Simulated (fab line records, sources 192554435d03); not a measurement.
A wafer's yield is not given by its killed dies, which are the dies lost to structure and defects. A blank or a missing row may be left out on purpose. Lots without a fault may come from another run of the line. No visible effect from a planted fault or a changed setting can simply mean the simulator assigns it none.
Struck lot and sound lot, side by side ; flow n5 finfet ; 35 out of 1938 route steps
Sound: wafers L933.2, L933.3, L933.6. Struck: wafer L922.4 (L922.1, L922.5, from the same lot, were not struck and are left out); the cause is given at the end.
At each step with rows: each side's tool, then ch and its chambers, then its first start. Under that, the readings that differ: sound wafers ; struck wafers ; difference of the means ; sigmas: that difference in standard deviations of wafers without a fault.
alike: readings whose means differ by less than 2 such deviations, and words and numbers that are the same on both sides. not compared: withheld readings, readings that some wafer has no value for, bounds like >300 that may hide the same value, and numbers for which the record gives no deviation and whose values overlap.
The two part at a step that has a row with sigmas, a row that says differs or no value, or rows on one side only. When numbers do not overlap yet have no deviation, they are printed without sigmas and do not part them. A reading missing from all wafers of one side parts the sides only when that side holds two or more wafers.

first, 7 steps without rows for these wafers: N5_SD_EPI_P_SRD_25 (time 30 s); N5_SD_ACTIVATION_RTA_00 (time 0 s); N5_SD_ACTIVATION_LSA_01 (time 0.0008 s); N5_ILD0_LINER_00 (material SiNx, target thk 4 nm, pulse time 1 s, purge time 2 s); N5_ILD0_FCVD_FILL_01 (material SiO2 flowable, target thk 200 nm, time 328.3 s); N5_ILD0_CURE_02 (time 1800 s); N5_ILD0_CMP_03 (polishes, stops on SiNx, t overpolish 1.9 s, target thk 197.38 nm).
N5_ILD0_CMP_07: polishes SiO2 flowable, stops on poly-Si, t overpolish 1.18 s, target thk 138.88 nm.
  sound on cmp-03 ch 0,3, day 9 01:33; struck on cmp-04 ch 2, day 6 09:04
reading;sound;struck;difference;sigmas
model.a-Si_of_DUMMY_GATE_CVD_03.thk nm (nm);70.6 69.2 69.6;66;-4;
model.SiO2_flowable_of_ILD0_FCVD_FILL_01.thk nm (nm);140 139.8 138.6;134.8;-4.7;
  alike: motor current A
N5_ILD0_THK_MEAS_08:
  sound: film metro-01 at day 9 01:49; struck: film metro-02 at day 6 09:22
reading;sound;struck;difference;sigmas
thk nm (nm);140.0 139.7 138.5;134.0;-5.4;-5
then, 23 steps without rows for these wafers: N5_ILD0_PRECLEAN_10 (cleans in NF3:NH3, afs cycles 5, time 20 s, sublimation time 60 s); N5_ILD0_ALD_15 (deposits SiNx, target thk 24 nm, pulse time 1 s, ald cycles 480); N5_ILD0_CMP_12 (polishes SiNx, stops on poly-Si, t overpolish 6 s, target thk 17.67 nm); N5_SDB_HM_DEP_00 (deposits SiNx from SiH4/NH3/N2, target thk 40 nm, time 35.3 s); N5_SDB_COAT_03 (time 60 s, resist thk 100 nm); N5_SDB_COAT_04 (time 60 s, resist thk 18 nm); N5_SDB_COAT_05 (resist thk 90 nm); N5_SDB_EBR_07; N5_SDB_SOFTBAKE_06 (time 60 s); N5_SDB_EXPOSE_08 (exposes mask SDB); N5_SDB_PEB_09 (peb time 60 s); N5_SDB_DEVELOP_10 (develop time 30 s); N5_SDB_DESCUM_16 (chemistry O2, time 7.9 s); N5_SDB_ETCH_17 (etches SiARC in CF4, target depth 23.4 nm, time 39 s); N5_SDB_ETCH_18 (etches SOC in N2/H2, target depth 100 nm, overetch 20 nm, time 150 s); N5_SDB_STRIP_19 (strips in N2/H2); N5_SDB_STRIP_21 (strips in CF4); N5_SDB_HM_OPEN_20 (chemistry CH3F/O2, target SiNx, stops on poly-Si, target depth 24 nm); N5_SDB_STRIP_22 (strips in N2/H2); N5_SDB_PRECLEAN_23 (cleans in dHF, time 30 s); N5_SDB_DUMMY_REMOVE_24 (chemistry TMAH, target poly-Si, stops on SiO2, target depth 142 nm, time 57 s, rinse time 30 s); N5_SDB_ETCH_25 (etches SiO2 in C4F6/O2, target depth 10 nm, time 3.3 s); N5_SDB_CUT_ETCH_26 (etches Si in HBr/Cl2/O2, target depth 129.6 nm, bt time 20 s, time 51.8 s).
N5_SDB_CMP_30: polishes, stops on poly-Si, t overpolish 1.54 s, target thk 30 nm.
  sound on cmp-03 ch 1,2,3, day 9 09:14; struck on cmp-04 ch 3, day 6 16:48
reading;sound;struck;difference;sigmas
model.a-Si_of_DUMMY_GATE_CVD_03.thk nm (nm);66 64.4 65;61.2;-3.9;
  alike: motor current A, overpolish run s, time to endpoint s
N5_MOL_CONTACT_COAG_WET_ETCH_116: etches the open film in SC1-inhibited, target depth 4.6 nm, rinse time 30 s.
  sound on wet bench-01 ch 1,2,5, day 10 08:35; struck on wet bench-05 ch 7, day 7 20:20
reading;sound;struck;difference;sigmas
model.SiO2_flowable_of_ILD0_FCVD_FILL_01.thk nm (nm);112.8 112.6 111.8;108.8;-3.6;
-- record jumps: 3 days separate the struck wafers' starts on either side; left off in module MOL_CONTACT_COAG, taken up again in module BEOL_M4, whose first shown step is the route's number 1111 --
N5_BEOL_M4_RC_MEAS_101:
  sound on prober-02 ch 0, day 13 08:44; struck on prober-01 ch 0, day 10 21:14
reading;sound;struck;difference;sigmas
VT_P (mV);-246 -251 -245;-254;-7;-2
  alike: DIBL_N, DIBL_P, IOFF_N, IOFF_P, ION_N, ION_P, SS_N, SS_P, VT_N

== WHERE THEY PART ==
At N5_ILD0_THK_MEAS_08 first; at N5_BEOL_M4_RC_MEAS_101 last (within this record only).

WHY: the cause the simulator had injected
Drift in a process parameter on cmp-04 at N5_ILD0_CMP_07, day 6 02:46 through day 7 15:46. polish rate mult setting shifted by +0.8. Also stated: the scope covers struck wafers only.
